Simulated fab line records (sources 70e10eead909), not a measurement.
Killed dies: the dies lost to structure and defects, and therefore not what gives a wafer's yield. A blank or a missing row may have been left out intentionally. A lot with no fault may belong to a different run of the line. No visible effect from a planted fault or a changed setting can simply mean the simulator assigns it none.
Which tool is to blame? :: flow nand harc :: Sampling: 12 lots, 36 wafers, 6 of 1302 route steps

## WHAT EACH GAUGE READ, for each wafer
NHARC_A_ONON_D1_THK_MEAS_21: measures by ellipsometry. Usual: thk nm 1001 nm, standard deviation 11.
lot: L447
measured: day 8 05:19
on: film metro-01
thk nm (nm): 983 983 982
flag: 

lot: L449
measured: day 9 04:38
on: film metro-02
thk nm (nm): 1013 1010 1011
flag: 

lot: L452
measured: day 10 10:59
on: film metro-02
thk nm (nm): 997 997 996
flag: 

lot: L453
measured: day 10 10:59
on: film metro-01
thk nm (nm): 977 977 978
flag: 

lot: L455
measured: day 11 23:13
on: film metro-01
thk nm (nm): 984 985 987
flag: 

lot: L456
measured: day 12 07:14
on: film metro-02
thk nm (nm): 997 997 996
flag: 

lot: L460
measured: day 14 04:41
on: film metro-02
thk nm (nm): 999 1001 999
flag: 

lot: L464
measured: day 15 05:07
on: film metro-02
thk nm (nm): 1148 1152 1152
flag: OFF

lot: L465
measured: day 16 00:34
on: film metro-01
thk nm (nm): 1151 1154 1153
flag: OFF

lot: L467
measured: day 16 16:43
on: film metro-01
thk nm (nm): 1003 1004 1003
flag: 

lot: L468
measured: day 16 21:07
on: film metro-01
thk nm (nm): 1003 1003 1003
flag: 

lot: L469
measured: day 17 15:04
on: film metro-02
thk nm (nm): 998 997 998
flag: 

NHARC_END_SORT_01. Usual: killed at array 57, standard deviation 21; killed at other 0.9, standard deviation 1.2; killed at periphery 4.2, standard deviation 2.9; killed dies 62, standard deviation 21; killed open 3.2, standard deviation 1.8; killed short 2.4, standard deviation 1.5.
lot: L449
measured: day 25 04:51
on: prober-01
killed at array: 48 43
killed at other: 0 0
killed at periphery: 4 0
killed dies: 52 43
killed open: 2 5
killed short: 4 1
flag: 

lot: L453
measured: day 26 12:09
on: prober-02
killed at array: 107 105 99
killed at other: 2 0 0
killed at periphery: 2 0 1
killed dies: 111 105 100
killed open: 6 7 5
killed short: 1 1 2
flag: 

lot: L455
measured: day 27 23:22
on: prober-02
killed at array: 32 40 41
killed at other: 2 1 0
killed at periphery: 8 6 5
killed dies: 42 47 46
killed open: 5 1 3
killed short: 2 3 1
flag: 

lot: L456
measured: day 28 12:00
on: prober-02
killed at array: 95 97 82
killed at other: 2 2 0
killed at periphery: 1 2 1
killed dies: 98 101 83
killed open: 2 2 3
killed short: 3 3 3
flag: 

## WHICH TOOL RAN EACH LOT (tool, then ch and the chambers of the sampled wafers, then the start)
lot: L447
NHARC_P_BONDPAD_ANNEAL_28: rtp anneal-01 ch 0, day 6 19:25
NHARC_A_ZERO_WELL_ETCH_19: rie diel-06 ch 0,2,3, day 6 21:52
NHARC_A_ONON_D1_DEP_19: pecvd onon-03 ch 0, day 8 04:49
NHARC_A_CHANNEL_HOLE_D1_DEP_01: pecvd-01 ch 0,2, day 8 12:02

lot: L449
NHARC_P_BONDPAD_ANNEAL_28: rtp anneal-02 ch 0, day 7 13:34
NHARC_A_ZERO_WELL_ETCH_19: rie diel-06 ch 2,3, day 7 15:58
NHARC_A_ONON_D1_DEP_19: pecvd onon-03 ch 0, day 9 04:11
NHARC_A_CHANNEL_HOLE_D1_DEP_01: pecvd-01 ch 0,2, day 9 12:21

lot: L452
NHARC_P_BONDPAD_ANNEAL_28: rtp anneal-02 ch 0, day 9 00:34
NHARC_A_ZERO_WELL_ETCH_19: rie diel-06 ch 0,1,2, day 9 02:58
NHARC_A_ONON_D1_DEP_19: pecvd onon-01 ch 0, day 10 10:32
NHARC_A_CHANNEL_HOLE_D1_DEP_01: pecvd-04 ch 1,2, day 10 15:55

lot: L453
NHARC_P_BONDPAD_ANNEAL_28: rtp anneal-01 ch 0, day 9 02:28
NHARC_A_ZERO_WELL_ETCH_19: rie diel-06 ch 1,3, day 9 04:47
NHARC_A_ONON_D1_DEP_19: pecvd onon-02 ch 0, day 10 10:35
NHARC_A_CHANNEL_HOLE_D1_DEP_01: pecvd-03 ch 1,2, day 10 15:41

lot: L455
NHARC_P_BONDPAD_ANNEAL_28: rtp anneal-02 ch 0, day 10 10:10
NHARC_A_ZERO_WELL_ETCH_19: rie diel-12 ch 0,2,3, day 10 12:45
NHARC_A_ONON_D1_DEP_19: pecvd onon-01 ch 0, day 11 22:42
NHARC_A_CHANNEL_HOLE_D1_DEP_01: pecvd-04 ch 0,1,2, day 12 03:27

lot: L456
NHARC_P_BONDPAD_ANNEAL_28: rtp anneal-01 ch 0, day 10 15:10
NHARC_A_ZERO_WELL_ETCH_19: rie diel-06 ch 0,2,3, day 10 17:38
NHARC_A_ONON_D1_DEP_19: pecvd onon-02 ch 0, day 12 06:50
NHARC_A_CHANNEL_HOLE_D1_DEP_01: pecvd-01 ch 0,2, day 12 13:11

lot: L460
NHARC_P_BONDPAD_ANNEAL_28: rtp anneal-01 ch 0, day 12 17:00
NHARC_A_ZERO_WELL_ETCH_19: rie diel-06 ch 0,2, day 12 19:28
NHARC_A_ONON_D1_DEP_19: pecvd onon-03 ch 0, day 14 04:11
NHARC_A_CHANNEL_HOLE_D1_DEP_01: pecvd-03 ch 0,1, day 14 09:01

lot: L464
NHARC_P_BONDPAD_ANNEAL_28: rtp anneal-02 ch 0, day 13 18:13
NHARC_A_ZERO_WELL_ETCH_19: rie diel-12 ch 0,1, day 13 20:40
NHARC_A_ONON_D1_DEP_19: pecvd onon-02 ch 0, day 15 04:37
NHARC_A_CHANNEL_HOLE_D1_DEP_01: pecvd-03 ch 0,1,2, day 15 09:20

lot: L465
NHARC_P_BONDPAD_ANNEAL_28: rtp anneal-02 ch 0, day 14 07:44
NHARC_A_ZERO_WELL_ETCH_19: rie diel-12 ch 1,2, day 14 10:03
NHARC_A_ONON_D1_DEP_19: pecvd onon-02 ch 0, day 16 00:04
NHARC_A_CHANNEL_HOLE_D1_DEP_01: pecvd-04 ch 0,2, day 16 05:43

lot: L467
NHARC_P_BONDPAD_ANNEAL_28: rtp anneal-01 ch 0, day 15 03:14
NHARC_A_ZERO_WELL_ETCH_19: rie diel-06 ch 0,1,3, day 15 05:41
NHARC_A_ONON_D1_DEP_19: pecvd onon-03 ch 0, day 16 16:13
NHARC_A_CHANNEL_HOLE_D1_DEP_01: pecvd-04 ch 0,1, day 16 21:02

lot: L468
NHARC_P_BONDPAD_ANNEAL_28: rtp anneal-02 ch 0, day 15 09:34
NHARC_A_ZERO_WELL_ETCH_19: rie diel-01 ch 0,1,3, day 15 11:54
NHARC_A_ONON_D1_DEP_19: pecvd onon-01 ch 0, day 16 20:37
NHARC_A_CHANNEL_HOLE_D1_DEP_01: pecvd-04 ch 0,1,2, day 17 03:22

lot: L469
NHARC_P_BONDPAD_ANNEAL_28: rtp anneal-01 ch 0, day 16 01:38
NHARC_A_ZERO_WELL_ETCH_19: rie diel-12 ch 1,2,3, day 16 04:03
NHARC_A_ONON_D1_DEP_19: pecvd onon-03 ch 0, day 17 14:37
NHARC_A_CHANNEL_HOLE_D1_DEP_01: pecvd-03 ch 1,2, day 17 19:25
- NHARC_P_BONDPAD_ANNEAL_28: time 90 s.
- NHARC_A_ZERO_WELL_ETCH_19: etches the open film in N2/H2, target depth 80 nm, overetch 24 nm, time 87.88 s.
- NHARC_A_ONON_D1_DEP_19: target thk 1000 nm.
- NHARC_A_CHANNEL_HOLE_D1_DEP_01: deposits SiON, target thk 140 nm.

## WHAT THE TOOLS THEMSELVES READ (means of the sampled wafers that have a number; where no wafer has one, the mark that the record gives instead)
NHARC_P_BONDPAD_ANNEAL_28. Usual: anneal temp c max 225.8, standard deviation 0.35; wafer_temp_C_max 226.5, standard deviation 0.36.
lot: L447
tool: rtp anneal-01
anneal temp c max: 225.8
wafer_temp_C_max: 226.6
flag: 

lot: L449
tool: rtp anneal-02
anneal temp c max: 226.1
wafer_temp_C_max: 226.2
flag: 

lot: L452
tool: rtp anneal-02
anneal temp c max: 226.0
wafer_temp_C_max: 226.4
flag: 

lot: L453
tool: rtp anneal-01
anneal temp c max: 225.6
wafer_temp_C_max: 226.5
flag: 

lot: L455
tool: rtp anneal-02
anneal temp c max: 225.9
wafer_temp_C_max: 226.3
flag: 

lot: L456
tool: rtp anneal-01
anneal temp c max: 225.7
wafer_temp_C_max: 226.6
flag: 

lot: L460
tool: rtp anneal-01
anneal temp c max: 225.5
wafer_temp_C_max: 226.7
flag: 

lot: L464
tool: rtp anneal-02
anneal temp c max: 226.5
wafer_temp_C_max: 226.1
flag: 

lot: L465
tool: rtp anneal-02
anneal temp c max: 226.2
wafer_temp_C_max: 226.7
flag: 

lot: L467
tool: rtp anneal-01
anneal temp c max: 225.7
wafer_temp_C_max: 227.4
flag: 

lot: L468
tool: rtp anneal-02
anneal temp c max: 226.3
wafer_temp_C_max: 226.2
flag: 

lot: L469
tool: rtp anneal-01
anneal temp c max: 225.6
wafer_temp_C_max: 226.4
flag: 

NHARC_A_ZERO_WELL_ETCH_19. Usual: chamber pressure mTorr 29.999 mTorr, standard deviation 0.028; drypump motor current A 5.5 A, standard deviation 0.33; h2 flow sccm 150.1 sccm, standard deviation 0.51; oes product au 1.006 a.u., standard deviation 0.017; rf fwd power W 397.4 W, standard deviation 1.3; rf vpp V 430 V, standard deviation 3.3; showerhead plenum p Torr 2.02 Torr, standard deviation 0.11; throttle valve pct 14.171 %, standard deviation 0.009.
lot: L447
tool: rie diel-06
chamber pressure mTorr (mTorr): 30.007
drypump motor current A (A): 5.6
h2 flow sccm (sccm): 150.5
oes product au (a.u.): 1.026
rf fwd power W (W): 398.7
rf vpp V (V): 429
showerhead plenum p Torr (Torr): 1.99
throttle valve pct (%): 14.166
flag: 

lot: L449
tool: rie diel-06
chamber pressure mTorr (mTorr): 30.013
drypump motor current A (A): 5.5
h2 flow sccm (sccm): 149.9
oes product au (a.u.): 1.021
rf fwd power W (W): 397.4
rf vpp V (V): 431
showerhead plenum p Torr (Torr): 2.08
throttle valve pct (%): 14.171
flag: 

lot: L452
tool: rie diel-06
chamber pressure mTorr (mTorr): 30.021
drypump motor current A (A): 5.5
h2 flow sccm (sccm): 150.1
oes product au (a.u.): 1.009
rf fwd power W (W): 398.8
rf vpp V (V): 428
showerhead plenum p Torr (Torr): 1.95
throttle valve pct (%): 14.168
flag: 

lot: L453
tool: rie diel-06
chamber pressure mTorr (mTorr): 30.009
drypump motor current A (A): 5.4
h2 flow sccm (sccm): 150.2
oes product au (a.u.): 1.022
rf fwd power W (W): 396.6
rf vpp V (V): 433
showerhead plenum p Torr (Torr): 2.13
throttle valve pct (%): 14.167
flag: 

lot: L455
tool: rie diel-12
chamber pressure mTorr (mTorr): 30.015
drypump motor current A (A): 5.6
h2 flow sccm (sccm): 150.7
oes product au (a.u.): 1.002
rf fwd power W (W): 398.0
rf vpp V (V): 431
showerhead plenum p Torr (Torr): 2.07
throttle valve pct (%): 14.169
flag: 

lot: L456
tool: rie diel-06
chamber pressure mTorr (mTorr): 30.003
drypump motor current A (A): 5.6
h2 flow sccm (sccm): 149.9
oes product au (a.u.): 1.012
rf fwd power W (W): 398.0
rf vpp V (V): 430
showerhead plenum p Torr (Torr): 1.99
throttle valve pct (%): 14.177
flag: 

lot: L460
tool: rie diel-06
chamber pressure mTorr (mTorr): 29.964
drypump motor current A (A): 5.6
h2 flow sccm (sccm): 150.3
oes product au (a.u.): 1.029
rf fwd power W (W): 397.6
rf vpp V (V): 427
showerhead plenum p Torr (Torr): 1.90
throttle valve pct (%): 14.174
flag: 

lot: L464
tool: rie diel-12
chamber pressure mTorr (mTorr): 29.993
drypump motor current A (A): 5.5
h2 flow sccm (sccm): 150.2
oes product au (a.u.): 0.998
rf fwd power W (W): 396.9
rf vpp V (V): 434
showerhead plenum p Torr (Torr): 2.15
throttle valve pct (%): 14.168
flag: 

lot: L465
tool: rie diel-12
chamber pressure mTorr (mTorr): 29.989
drypump motor current A (A): 5.6
h2 flow sccm (sccm): 150.0
oes product au (a.u.): 1.002
rf fwd power W (W): 397.7
rf vpp V (V): 432
showerhead plenum p Torr (Torr): 2.08
throttle valve pct (%): 14.170
flag: 

lot: L467
tool: rie diel-06
chamber pressure mTorr (mTorr): 30.012
drypump motor current A (A): 5.4
h2 flow sccm (sccm): 149.4
oes product au (a.u.): 0.995
rf fwd power W (W): 396.1
rf vpp V (V): 430
showerhead plenum p Torr (Torr): 2.03
throttle valve pct (%): 14.176
flag: 

lot: L468
tool: rie diel-01
chamber pressure mTorr (mTorr): 29.991
drypump motor current A (A): 5.3
h2 flow sccm (sccm): 150.4
oes product au (a.u.): 0.982
rf fwd power W (W): 398.3
rf vpp V (V): 430
showerhead plenum p Torr (Torr): 2.05
throttle valve pct (%): 14.175
flag: 

lot: L469
tool: rie diel-12
chamber pressure mTorr (mTorr): 30.004
drypump motor current A (A): 5.8
h2 flow sccm (sccm): 150.1
oes product au (a.u.): 1.002
rf fwd power W (W): 398.0
rf vpp V (V): 432
showerhead plenum p Torr (Torr): 2.07
throttle valve pct (%): 14.172
flag: 

NHARC_A_CHANNEL_HOLE_D1_DEP_01. Usual: heater power outer w 476 W, standard deviation 81; heater power w 768 W, standard deviation 130; rf fwd power W 348.4 W, standard deviation 1.2.
lot: L447
tool: pecvd-01
heater power outer w (W): 432
heater power w (W): 686
rf fwd power W (W): 348.8
flag: 

lot: L449
tool: pecvd-01
heater power outer w (W): 400
heater power w (W): 638
rf fwd power W (W): 347.3
flag: 

lot: L452
tool: pecvd-04
heater power outer w (W): 418
heater power w (W): 683
rf fwd power W (W): 347.4
flag: 

lot: L453
tool: pecvd-03
heater power outer w (W): 522
heater power w (W): 829
rf fwd power W (W): 349.8
flag: 

lot: L455
tool: pecvd-04
heater power outer w (W): 459
heater power w (W): 743
rf fwd power W (W): 349.4
flag: 

lot: L456
tool: pecvd-01
heater power outer w (W): 400
heater power w (W): 654
rf fwd power W (W): 347.9
flag: 

lot: L460
tool: pecvd-03
heater power outer w (W): 451
heater power w (W): 719
rf fwd power W (W): 346.7
flag: 

lot: L464
tool: pecvd-03
heater power outer w (W): 484
heater power w (W): 785
rf fwd power W (W): 348.2
flag: 

lot: L465
tool: pecvd-04
heater power outer w (W): 533
heater power w (W): 849
rf fwd power W (W): 348.0
flag: 

lot: L467
tool: pecvd-04
heater power outer w (W): 412
heater power w (W): 655
rf fwd power W (W): 349.3
flag: 

lot: L468
tool: pecvd-04
heater power outer w (W): 435
heater power w (W): 700
rf fwd power W (W): 348.0
flag: 

lot: L469
tool: pecvd-03
heater power outer w (W): 469
heater power w (W): 758
rf fwd power W (W): 348.8
flag: 

## THE ANSWER, worked out from the rows above alone
Rule: take the mean of a lot's wafers that have a number; if it is more than 3 standard deviations from the usual mean, the lot is off. Also off: a lot with no number at a reading for which 4 or more lots have one. Where the step has rows for the other lots, those lots are counted as sound. First the gauges in route order, then the tools' own readings, where a lot's mean is used as printed above. The first step at which some lot is off is used, and at that step the reading that is off furthest; a lot without a number counts as furthest.
Off: L464, L465 (NHARC_A_ONON_D1_THK_MEAS_21, thk nm).
A tool fits if, at a process step before that reading, it ran every lot that is off, and no sound lot after the first of them. Those tools and the gauges at NHARC_A_ONON_D1_THK_MEAS_21 are tried in the same way. One fits: pecvd onon-02 at NHARC_A_ONON_D1_DEP_19. A fault onset in the window from L456 (day 12 06:50, its last sound lot) to L464 (day 15 04:37, its first lot off) fits.

## WHAT WAS PUT IN BY THE SIMULATOR
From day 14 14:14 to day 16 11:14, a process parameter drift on pecvd onon-02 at NHARC_A_ONON_D1_DEP_19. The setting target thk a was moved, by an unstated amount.
Struck lots among those shown: L464, L465. The rule given above showed the same thing.
